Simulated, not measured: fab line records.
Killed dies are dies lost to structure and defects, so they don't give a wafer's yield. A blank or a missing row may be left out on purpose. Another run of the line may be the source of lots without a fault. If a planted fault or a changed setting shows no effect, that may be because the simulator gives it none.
fab line records ; flow nandHarc
record: lots: 12; wafers: 36; lastDay: 24
route steps=1159 shown A_STAIRCASE@594 END@1159
lots that met no fault: taken from a fault-free run of the same line
startH: the number of hours between the record's first day and the start of the first shown wafer of the lot ; waitH: how many hours have passed since the lot's step before this one ; " the same as in the row above ; L1.1+2: a single row standing in for several wafers ; - value missing, or start not given ; * or withheld: withheld ; < > ~ a bound
route shown NAME@n: names a module that has steps shown in the file, with the first one's number in the route ; usual: mean and standard deviation over wafers with no fault ; same: alike in all rows ; chamber/n: place in a boat ; sites: the reading at each site ; _std_site: their standard deviation ; _edge_site: the outer-site mean with the inner-site mean subtracted ; radiusMm: for every site, how far away it sits from the centre of the wafer ; mask NAME#n: copy n ; behind: the most recent tool/chamber to have shaped the wafer ; hold: why the lot went on hold/how many hours it stayed there/how the hold came to an end ; device: whichever transistor did not switch (one of n, p or np) ; end of line: the same wafers' tests at the end of the route ; a step without rows: its recipe alone ; killed: count of dies lost to structure and defects at first sort (not the wafer's yield) ; map: the dies of a wafer, with x for killed, . for not killed, _ for no die there
set.NAME: the setting as run; set.NAME@STEP: as run at that earlier step ; model.NAME: the simulator's own value behind a step, which no gauge read
one table for each step of the route and one row for each wafer, over a sample of lots
services: from which hour (startH, from the record's first day; less than 0 if before it) a tool's chamber was out of use, for how many hours, and why
== steps ==
step: NHARC_A_STAIRCASE_TRIM_200
recipe: timeS: 211.2; o2FlowSccm: 500; arFlowSccm: 0; biasW: 0; chemistry: O2
usual: chamberPressureMTorr: 60.00/0.058; drypumpMotorCurrentA: 5.68/0.28; oesProductAu: 0.998/0.012; rfVppV: 57.7/0.98; showerheadPlenumPTorr: 3.51/0.16; throttleValvePct: 17.036/0.0087
same: biasW: 0
lot.wafer;tool;chamber;startH;waitH;chamberPressureMTorr;drypumpMotorCurrentA;oesProductAu;rfHoursCounterH;rfVppV;showerheadPlenumPTorr;throttleValvePct
L589.2;rieDiel-04;1;-;-;59.95;5.79;0.997;47;57.1;3.78;17.020
L589.4;rieDiel-04;3;-;-;60.07;5.24;1.003;47;56.2;3.40;17.029
L589.1;rieDiel-04;0;-;-;59.91;6.03;0.985;44;56.9;3.44;17.039
L592.3;rieDiel-04;2;-;-;60.07;5.53;0.993;52;57.3;3.47;17.053
L592.2;rieDiel-04;0;-;-;60.04;6.02;0.990;50;57.2;3.44;17.040
L592.6;rieDiel-04;3;-;-;59.89;5.24;0.993;-;55.9;3.39;17.028
L593.2;rieDiel-04;0;-;-;60.04;6.01;0.988;54;56.6;3.43;17.032
L593.1;rieDiel-04;3;-;-;60.00;5.26;0.994;58;56.2;3.39;17.028
L593.6;rieDiel-04;0;-;-;59.99;6.02;0.987;-;57.4;3.43;17.023
L595.3;rieDiel-05;0;-;-;59.83;5.64;0.970;36;57.3;3.36;17.044
L595.4;rieDiel-05;3;-;-;59.95;5.42;0.995;36;57.9;3.79;17.035
L595.6;rieDiel-05;1;-;-;60.02;5.44;1.000;-;57.5;3.49;17.027
L594.3;rieDiel-05;0;-;-;60.08;5.65;0.981;37;58.1;3.36;17.040
L594.2;rieDiel-05;3;-;-;59.91;5.40;0.986;37;59.3;3.79;17.020
L594.5;rieDiel-05;1;-;-;60.01;5.44;1.016;-;58.3;3.48;17.031
L597.4;rieDiel-06;2;-;-;60.01;6.06;0.981;16;58.2;3.39;17.048
L597.1;rieDiel-06;3;-;-;59.92;5.72;0.987;17;58.8;3.69;17.031
L597.5;rieDiel-06;1;-;-;60.02;6.10;0.988;-;57.1;3.53;17.033
L600.4;rieDiel-06;0;-;-;59.95;5.41;0.994;26;56.9;3.29;17.018
L600.2;rieDiel-06;2;-;-;59.86;6.06;0.982;26;56.9;3.39;17.032
L600.3;rieDiel-06;3;-;-;59.95;5.77;0.991;25;58.6;3.68;17.039
L604.4;rieDiel-04;0;-;-;59.95;6.02;1.006;15;57.8;3.42;17.035
L604.3;rieDiel-04;1;-;-;59.99;5.76;1.020;17;57.6;3.76;17.042
L604.2;rieDiel-04;2;-;-;59.97;5.53;0.993;17;55.4;3.46;17.042
L607.1;rieDiel-04;0;-;-;59.94;6.02;1.015;18;57.5;3.42;17.033
L607.4;rieDiel-04;1;-;-;60.06;5.79;1.017;19;57.7;3.76;17.022
L607.6;rieDiel-04;2;-;-;59.94;5.55;0.992;-;56.8;3.46;17.019
L606.1;rieDiel-04;1;-;-;59.99;5.79;1.018;20;59.7;3.76;17.054
L606.6;rieDiel-04;0;-;-;60.04;6.01;1.018;-;57.7;3.42;17.021
L606.5;rieDiel-04;1;-;-;60.01;5.80;1.024;-;58.3;3.76;17.034
L605.4;rieDiel-06;3;-;-;60.06;5.75;0.991;37;58.1;3.68;17.033
L605.2;rieDiel-06;1;-;-;60.07;6.08;0.990;39;57.2;3.52;17.041
L605.1;rieDiel-06;2;-;-;59.97;6.05;0.991;37;55.9;3.38;17.030
L609.3;rieDiel-04;0;-;-;59.95;6.01;1.007;30;56.6;3.42;17.055
L609.4;rieDiel-04;1;-;-;59.93;5.79;1.003;31;58.3;3.75;17.042
L609.6;rieDiel-04;2;-;-;60.02;5.53;0.989;-;58.4;3.45;17.036
step: NHARC_A_STAIRCASE_ETCH_201
recipe: targetDepthA: 1000; timeS: 40.5; ionEnergyEv: 400; c4f8FlowSccm: 20; o2FlowSccm: 10; arFlowSccm: withheld; rfW: 600; biasW: 1000; chemistry: C4F8/O2
usual: oesProductAu: 0.936/0.014; rfVppV: 895/5.5
lot.wafer;tool;chamber;startH;waitH;oesProductAu;rfHoursCounterH;rfVppV
L589.1;rieDiel-04;3;-;-;0.932;47;892
L589.4;rieDiel-04;0;-;-;0.929;44;893
L589.2;rieDiel-04;2;-;-;0.930;47;894
L592.3;rieDiel-04;3;-;-;0.923;53;891
L592.2;rieDiel-04;0;-;-;0.926;50;892
L592.6;rieDiel-04;3;-;-;0.938;-;891
L593.2;rieDiel-04;0;-;-;0.929;55;892
L593.1;rieDiel-04;1;-;-;0.940;56;906
L593.6;rieDiel-04;2;-;-;0.942;-;893
L595.3;rieDiel-05;1;-;-;0.938;36;894
L595.4;rieDiel-05;0;-;-;0.907;36;892
L595.6;rieDiel-05;2;-;-;0.938;-;902
L594.2;rieDiel-05;2;-;-;0.967;38;904
L594.3;rieDiel-05;3;-;-;0.942;37;904
L594.5;rieDiel-05;2;-;-;0.956;-;903
L597.4;rieDiel-06;0;-;-;0.942;17;887
L597.1;rieDiel-06;3;-;-;0.931;17;901
L597.5;rieDiel-06;1;-;-;0.941;-;897
L600.3;rieDiel-06;0;-;-;0.933;27;888
L600.2;rieDiel-06;1;-;-;0.921;27;897
L600.4;rieDiel-06;2;-;-;0.937;26;892
L604.2;rieDiel-04;3;-;-;0.966;16;891
L604.3;rieDiel-04;0;-;-;0.940;16;893
L604.4;rieDiel-04;1;-;-;0.957;17;906
L607.4;rieDiel-04;3;-;-;0.942;19;890
L607.1;rieDiel-04;0;-;-;0.942;19;892
L607.6;rieDiel-04;3;-;-;0.942;-;890
L606.1;rieDiel-04;0;-;-;0.924;19;893
L606.5;rieDiel-04;2;-;-;0.908;-;893
L606.6;rieDiel-04;3;-;-;0.925;-;891
L605.4;rieDiel-06;0;-;-;0.934;39;886
L605.1;rieDiel-06;2;-;-;0.921;37;892
L605.2;rieDiel-06;3;-;-;0.913;37;900
L609.3;rieDiel-04;3;-;-;0.937;30;889
L609.4;rieDiel-04;0;-;-;0.949;30;891
L609.6;rieDiel-04;3;-;-;0.943;-;889
step: NHARC_A_STAIRCASE_TRIM_222
recipe: timeS: 211.2; o2FlowSccm: 500; arFlowSccm: 0; biasW: 0; chemistry: O2
usual: biasW: 0/0; chamberPressureMTorr: 60.00/0.066; drypumpMotorCurrentA: 5.69/0.28; oesProductAu: 0.996/0.011; rfVppV: 57.8/0.95; showerheadPlenumPTorr: 3.52/0.16; throttleValvePct: 17.036/0.0092
lot.wafer;tool;chamber;startH;waitH;biasW;chamberPressureMTorr;drypumpMotorCurrentA;oesProductAu;rfHoursCounterH;rfVppV;showerheadPlenumPTorr;throttleValvePct
L589.4;rieDiel-04;1;252.56;-;0;59.95;5.77;0.994;48;57.5;3.78;17.025
L589.1;rieDiel-04;3;252.56;-;0;59.97;5.23;0.994;48;56.2;3.40;17.035
L589.2;rieDiel-04;0;252.56;-;0;59.92;6.00;0.980;45;57.7;3.44;17.042
L592.3;rieDiel-05;0;263.13;-;0;59.95;5.63;0.980;31;58.1;3.37;17.023
L592.2;rieDiel-05;1;263.13;-;0;60.01;5.44;0.998;31;57.5;3.49;17.032
L592.6;rieDiel-05;3;263.13;-;0;60.05;5.39;1.004;-;57.4;3.79;17.041
L593.1;rieDiel-04;3;278.41;-;0;60.02;5.25;0.999;58;58.1;3.39;17.035
L593.2;rieDiel-04;1;278.41;-;0;60.10;5.76;0.983;56;58.4;3.78;17.038
L593.6;rieDiel-04;3;278.41;-;0;59.99;5.24;0.994;-;57.5;3.39;17.034
L595.3;rieDiel-04;1;279.09;-;-;-;-;-;-;-;-;-
L595.4;rieDiel-04;3;279.09;-;-;-;-;-;-;-;-;-
L595.6;rieDiel-04;1;279.09;-;-;-;-;-;-;-;-;-
L594.3;rieDiel-06;0;286.08;-;-;-;-;-;-;-;-;-
L594.2;rieDiel-06;3;286.08;-;-;-;-;-;-;-;-;-
L594.5;rieDiel-06;1;286.08;-;-;-;-;-;-;-;-;-
L597.4;rieDiel-04;0;299.76;-;0;60.01;5.99;1.004;1;59.1;3.43;17.017
L597.1;rieDiel-04;1;299.76;-;0;59.99;5.79;1.020;1;58.7;3.77;17.047
L597.5;rieDiel-04;3;299.76;-;0;59.95;5.23;0.999;-;54.9;3.39;17.035
L600.4;rieDiel-04;2;324.21;-;0;59.92;5.55;0.997;11;56.8;3.46;17.027
L600.2;rieDiel-04;3;324.21;-;0;59.96;5.23;1.004;10;58.8;3.38;17.031
L600.3;rieDiel-04;1;324.21;-;0;59.93;5.80;1.015;10;58.3;3.77;17.043
L604.4;rieDiel-04;2;341.94;-;0;60.02;5.53;0.985;18;57.0;3.46;17.022
L604.2;rieDiel-04;3;341.94;-;0;60.02;5.25;1.007;17;56.1;3.38;17.044
L604.3;rieDiel-04;0;341.94;-;0;59.95;6.00;1.001;17;56.1;3.42;17.033
L607.4;rieDiel-06;2;349.33;-;0;59.96;6.05;0.984;36;56.6;3.38;17.035
L607.1;rieDiel-06;1;349.33;-;0;60.09;6.11;0.989;38;58.4;3.52;17.053
L607.6;rieDiel-06;3;349.33;-;0;60.02;5.77;0.982;-;58.3;3.68;17.025
L606.1;rieDiel-06;2;349.83;-;0;60.04;6.07;0.995;36;57.4;3.38;17.030
L606.5;rieDiel-06;3;349.83;-;0;60.00;5.75;0.982;-;58.7;3.68;17.023
L606.6;rieDiel-06;0;349.83;-;0;60.13;5.40;1.001;-;56.6;3.28;17.029
L605.2;rieDiel-04;1;353.47;-;0;59.95;5.77;1.018;22;58.8;3.76;17.044
L605.1;rieDiel-04;2;353.47;-;0;59.90;5.52;0.985;23;57.4;3.45;17.021
L605.4;rieDiel-04;3;353.47;-;0;59.95;5.24;1.013;22;56.7;3.37;17.024
L609.4;rieDiel-04;1;382.51;-;0;59.97;5.79;1.004;32;57.8;3.75;17.047
L609.3;rieDiel-04;3;382.51;-;0;60.12;5.25;0.995;31;57.4;3.37;17.041
L609.6;rieDiel-04;2;382.51;-;0;59.95;5.53;0.969;-;57.9;3.45;17.030
step: NHARC_A_STAIRCASE_ETCH_223
recipe: targetDepthA: 1000; timeS: 40.5; ionEnergyEv: 400; c4f8FlowSccm: 20; o2FlowSccm: 10; arFlowSccm: withheld; rfW: 600; biasW: 1000; chemistry: C4F8/O2
usual: oesProductAu: 0.937/0.013; rfVppV: 895/5.8
lot.wafer;tool;chamber;startH;waitH;oesProductAu;rfHoursCounterH;rfVppV
L589.4;rieDiel-04;0;-;-;0.944;45;890
L589.1;rieDiel-04;1;-;-;0.943;48;906
L589.2;rieDiel-04;2;-;-;0.945;48;894
L592.2;rieDiel-05;2;-;-;0.949;32;901
L592.3;rieDiel-05;0;-;-;0.913;31;890
L592.6;rieDiel-05;1;-;-;0.949;-;895
L593.2;rieDiel-04;2;-;-;0.929;57;895
L593.1;rieDiel-04;1;-;-;0.926;56;905
L593.6;rieDiel-04;2;-;-;0.920;-;894
L595.3;rieDiel-04;0;-;-;0.920;56;892
L595.4;rieDiel-04;2;-;-;0.942;58;893
L595.6;rieDiel-04;3;-;-;0.944;-;891
L594.2;rieDiel-06;3;-;-;0.927;12;903
L594.3;rieDiel-06;0;-;-;0.942;13;887
L594.5;rieDiel-06;2;-;-;0.942;-;890
L597.4;rieDiel-04;0;-;-;0.952;1;892
L597.1;rieDiel-04;3;-;-;0.945;2;890
L597.5;rieDiel-04;0;-;-;0.944;-;891
L600.3;rieDiel-04;1;-;-;0.930;10;905
L600.2;rieDiel-04;3;-;-;0.929;10;891
L600.4;rieDiel-04;0;-;-;0.937;10;892
L604.3;rieDiel-04;0;-;-;0.945;17;892
L604.2;rieDiel-04;1;-;-;0.969;18;903
L604.4;rieDiel-04;3;-;-;0.951;17;891
L607.1;rieDiel-06;2;-;-;0.910;36;890
L607.4;rieDiel-06;1;-;-;0.935;38;895
L607.6;rieDiel-06;2;-;-;0.926;-;890
L606.1;rieDiel-06;2;-;-;0.924;37;890
L606.5;rieDiel-06;3;-;-;0.915;-;903
L606.6;rieDiel-06;0;-;-;0.933;-;888
L605.4;rieDiel-04;2;-;-;0.936;23;893
L605.2;rieDiel-04;3;-;-;0.949;22;892
L605.1;rieDiel-04;1;-;-;0.964;23;906
L609.4;rieDiel-04;3;-;-;0.949;31;890
L609.3;rieDiel-04;0;-;-;0.951;30;891
L609.6;rieDiel-04;1;-;-;0.942;-;905
step: NHARC_END_SORT_01
recipe: tempC: 25
usual: killedAtArray: 24/8.4; killedAtOther: 0.7/1.1; killedAtPeriphery: 2.9/1.7; killedDies: 27/8.6; killedOpen: 3.3/1.8; killedShort: 1.8/1.4
same: grossDies: 677
lot.wafer;tool;chamber;startH;waitH;killedAtArray;killedAtOther;killedAtPeriphery;killedDies;killedOpen;killedShort
L592.6;prober-02;0;454.35;4.0;13;0;3;16;1;3
L589.1;prober-01;0;463.16;2.5;13;1;1;15;1;3
L589.2;prober-01;0;463.96;2.8;17;0;1;18;6;2
L589.4;prober-01;0;465.57;3.4;16;0;3;19;5;3
L593.1;prober-02;0;473.61;2.5;22;0;3;25;1;3
L593.2;prober-02;0;474.41;2.8;32;0;3;35;4;1
L593.6;prober-02;0;477.62;4.0;23;1;4;28;2;2
L595.3;prober-01;0;480.34;3.1;675;1;1;677;3;0
L595.4;prober-01;0;481.13;3.4;671;1;5;677;7;0
L595.6;prober-01;0;482.72;4.0;673;0;4;677;4;1
L594.2;prober-02;0;482.58;2.8;673;4;0;677;3;2
L594.3;prober-02;0;483.39;3.1;677;0;0;677;3;2
L594.5;prober-02;0;484.99;3.7;674;1;2;677;0;4
L597.1;prober-02;0;489.62;2.5;36;1;3;40;3;1
L597.4;prober-02;0;492.03;3.4;26;0;2;28;5;4
L597.5;prober-02;0;492.84;3.7;33;0;6;39;8;5
L600.2;prober-01;0;508.73;2.8;29;4;1;34;1;4
L600.3;prober-01;0;509.52;3.1;22;0;2;24;2;0
L600.4;prober-01;0;510.31;3.4;26;1;4;31;4;1
killed by level:class
L592.6 A_STAIRCASE:chamberFilmFlake=6 A_CHANNEL_FILL_D1:geometricParticle:short=3 P_STI:chamberFilmFlake=2 A_ZERO_WELL:chamberFilmFlake=2 A_CHANNEL_FILL_D1:geometricParticle:open=1 P_ZERO_WELL:chamberFilmFlake=1 A_CHANNEL_HOLE_D1:chamberFilmFlake=1
L589.1 A_SGD_CUT:chamberFilmFlake=4 A_M0:geometricParticle:short=2 A_M0:chamberFilmFlake=2 A_CHANNEL_FILL_D1:geometricParticle:open=1 A_BLC:geometricParticle:short=1 P_ZERO_WELL:chamberFilmFlake=1 A_CHANNEL_FILL_D1:chamberFilmFlake=1 A_STAIRCASE:chamberFilmFlake=1
L589.2 A_SGD_CUT:chamberFilmFlake=4 A_CONTACT:geometricParticle:open=3 A_CONTACT:chamberFilmFlake=3 A_BLC:geometricParticle:short=2 P_GATE:geometricParticle:open=1 A_WL_FILL:geometricParticle:open=1 A_M0:geometricParticle:open=1 A_CHANNEL_FILL_D1:chamberFilmFlake=1
L589.4 A_CONTACT:chamberFilmFlake=4 A_STAIRCASE:chamberFilmFlake=3 A_BLC:geometricParticle:open=2 P_STI:geometricParticle:open=1 P_M1:geometricParticle:short=1 P_M1:geometricParticle:open=1 A_CHANNEL_FILL_D1:geometricParticle:short=1 A_CHANNEL_FILL_D1:geometricParticle:open=1
L593.1 A_CHANNEL_HOLE_D1:chamberFilmFlake=16 A_CONTACT:chamberFilmFlake=2 P_M0:geometricParticle:short=1 P_M1:geometricParticle:short=1 A_WL_FILL:geometricParticle:open=1 A_WL_FILL:geometricParticle:short=1 P_GATE:chamberFilmFlake=1 A_STAIRCASE:chamberFilmFlake=1
L593.2 A_CHANNEL_HOLE_D1:chamberFilmFlake=23 A_CONTACT:chamberFilmFlake=4 P_M0:geometricParticle:open=2 A_CONTACT:geometricParticle:open=2 A_STAIRCASE:chamberFilmFlake=2 A_CONTACT:geometricParticle:short=1 P_ZERO_WELL:chamberFilmFlake=1
L593.6 A_CHANNEL_HOLE_D1:chamberFilmFlake=13 A_CONTACT:chamberFilmFlake=4 A_WL_FILL:geometricParticle:short=2 P_ZERO_WELL:chamberFilmFlake=2 A_ZERO_WELL:chamberFilmFlake=2 P_M2:geometricParticle:open=1 A_ONON_D1:geometricParticle:open=1 P_STI:chamberFilmFlake=1
L595.3 A_STAIRCASE:areaTrim=657 A_SLIT:chamberFilmFlake=7 A_STAIRCASE:chamberFilmFlake=5 A_CHANNEL_HOLE_D1:chamberFilmFlake=3 P_CONTACT:geometricParticle:open=1 A_SGD_CUT:geometricParticle:open=1 A_M0:geometricParticle:open=1 A_CONTACT:chamberFilmFlake=1
L595.4 A_STAIRCASE:areaTrim=656 A_SLIT:chamberFilmFlake=9 P_CONTACT:geometricParticle:open=2 P_M0:geometricParticle:open=2 A_STAIRCASE:chamberFilmFlake=2 A_CONTACT:chamberFilmFlake=2 P_GATE:geometricParticle:open=1 A_BLC:geometricParticle:open=1
L594.2 A_STAIRCASE:areaTrim=633 A_CHANNEL_HOLE_D1:chamberFilmFlake=14 A_SLIT:chamberFilmFlake=10 A_CONTACT:chamberFilmFlake=5 A_STAIRCASE:chamberFilmFlake=3 THIN_TSV:chamberFilmFlake=3 A_WL_FILL:geometricParticle:short=2 A_BONDPAD:chamberFilmFlake=2
L595.6 A_STAIRCASE:areaTrim=651 A_SLIT:chamberFilmFlake=13 A_CHANNEL_HOLE_D1:chamberFilmFlake=3 A_M0:geometricParticle:open=2 P_M1:geometricParticle:short=1 A_CONTACT:geometricParticle:open=1 A_BLC:geometricParticle:open=1 P_ZERO_WELL:chamberFilmFlake=1
L594.3 A_STAIRCASE:areaTrim=640 A_CHANNEL_HOLE_D1:chamberFilmFlake=17 A_STAIRCASE:chamberFilmFlake=6 A_SLIT:chamberFilmFlake=6 A_WL_FILL:geometricParticle:short=2 A_WL_FILL:geometricParticle:open=2 A_BONDPAD:chamberFilmFlake=2 A_CONTACT:geometricParticle:open=1
L594.5 A_STAIRCASE:areaTrim=637 A_CHANNEL_HOLE_D1:chamberFilmFlake=12 A_SLIT:chamberFilmFlake=8 A_CONTACT:chamberFilmFlake=5 A_STAIRCASE:chamberFilmFlake=4 A_ONON_D1:geometricParticle:short=2 P_M1:chamberFilmFlake=2 A_BONDPAD:chamberFilmFlake=2
L597.1 A_SLIT:chamberFilmFlake=14 A_STAIRCASE:chamberFilmFlake=9 A_CONTACT:chamberFilmFlake=6 A_CONTACT:geometricParticle:open=2 P_ZERO_WELL:chamberFilmFlake=2 A_WL_FILL:chamberFilmFlake=2 P_GATE:geometricParticle:short=1 A_BLC:geometricParticle:open=1
L597.4 A_SLIT:chamberFilmFlake=7 A_CHANNEL_HOLE_D1:chamberFilmFlake=5 A_STAIRCASE:chamberFilmFlake=3 A_CHANNEL_HOLE_D1:geometricParticle:open=2 A_ZERO_WELL:chamberFilmFlake=2 P_M0:geometricParticle:open=1 A_CHANNEL_HOLE_D1:geometricParticle:short=1 A_CHANNEL_FILL_D1:geometricParticle:open=1
L597.5 A_SLIT:chamberFilmFlake=15 A_STAIRCASE:chamberFilmFlake=4 P_M0:geometricParticle:open=3 A_CHANNEL_HOLE_D1:chamberFilmFlake=3 P_M0:geometricParticle:short=2 A_CONTACT:geometricParticle:open=2 A_CONTACT:chamberFilmFlake=2 P_GATE:geometricParticle:open=1
L600.2 A_CHANNEL_HOLE_D1:chamberFilmFlake=14 A_CONTACT:chamberFilmFlake=7 THIN_TSV:chamberFilmFlake=4 A_WL_FILL:chamberFilmFlake=2 P_STI:geometricParticle:short=1 A_CHANNEL_FILL_D1:geometricParticle:short=1 A_WL_FILL:geometricParticle:short=1 A_CONTACT:geometricParticle:open=1
L600.3 A_CHANNEL_HOLE_D1:chamberFilmFlake=14 A_CHANNEL_FILL_D1:chamberFilmFlake=2 A_CONTACT:chamberFilmFlake=2 P_M2:geometricParticle:open=1 A_CHANNEL_FILL_D1:geometricParticle:open=1 P_STI:chamberFilmFlake=1 A_ZERO_WELL:chamberFilmFlake=1 A_SLIT:chamberFilmFlake=1
L600.4 A_CHANNEL_HOLE_D1:chamberFilmFlake=16 P_ZERO_WELL:chamberFilmFlake=2 A_CONTACT:chamberFilmFlake=2 P_GATE:geometricParticle:open=1 A_ONON_D1:geometricParticle:open=1 A_ONON_D1:geometricParticle:short=1 A_SGD_CUT:geometricParticle:open=1 A_CONTACT:geometricParticle:open=1
== services ==
tool;chamber;startH;hours;kind
rieDiel-06;2;232.62;2.7;repair
rieDiel-04;0;243.70;-;clean
rieDiel-04;1;243.70;-;clean
rieDiel-04;2;243.70;-;clean
rieDiel-04;3;243.70;-;clean
rieDiel-04;0;268.20;-;clean
rieDiel-04;1;268.20;-;clean
rieDiel-04;2;268.20;-;clean
rieDiel-04;3;268.20;-;clean
rieDiel-05;3;286.36;12.1;repair
rieDiel-04;-;288.99;9.0;pm
rieDiel-04;0;288.99;9.0;ventCycle
rieDiel-04;1;288.99;9.0;ventCycle
rieDiel-04;2;288.99;9.0;ventCycle
rieDiel-04;3;288.99;9.0;ventCycle
rieDiel-04;0;297.99;-;clean
rieDiel-04;0;297.99;-;consumableReplace:esc
rieDiel-04;1;297.99;-;clean
rieDiel-04;2;297.99;-;clean
rieDiel-04;2;297.99;-;consumableReplace:focusRing
rieDiel-04;3;297.99;-;clean
rieDiel-04;0;322.56;-;clean
rieDiel-04;1;322.56;-;clean
rieDiel-05;-;348.55;9.0;pm
== key ==
firstSign: step: NHARC_A_STAIRCASE_TRIM_222; reading: toolRecord; direction: missing
effect: step: NHARC_END_SORT_01; reading: killedAtArray; direction: up; sigmas: 77; usual: 24; struck: 674
moreKillsBornAt: NHARC_A_STAIRCASE_TRIM_222@rieDiel-04: 1960; NHARC_A_STAIRCASE_TRIM_222@rieDiel-06: 1910
metAt NHARC_A_STAIRCASE_TRIM_222
struckLots L594,L595
laterRowsLeftOut L594.2,L594.3,L594.5,L595.3,L595.4,L595.6
testerLeftOut L594,L595
notActingAt NHARC_A_STAIRCASE_TRIM_200,NHARC_A_STAIRCASE_ETCH_201,NHARC_A_STAIRCASE_ETCH_223
onsetBetween 278.41 279.09
fault: kind: skippedStepWhole; tool: rieDiel-04,rieDiel-06; chamber: -; onsetH: 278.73; steps: NHARC_A_STAIRCASE_TRIM_222; scope: struckLotsOnly
testerLeftOut: of these lots the tester's yield and bins aren't shown, on N5 and GAA mostly nor the transistor test; their killed dies are dies lost to structure and defects alone, not to doping, threshold or leakage, so they don't give the yield
laterRowsLeftOut: the simulator's readings of these wafers behind a module that went badly wrong aren't trusted and aren't shown, but for the sort
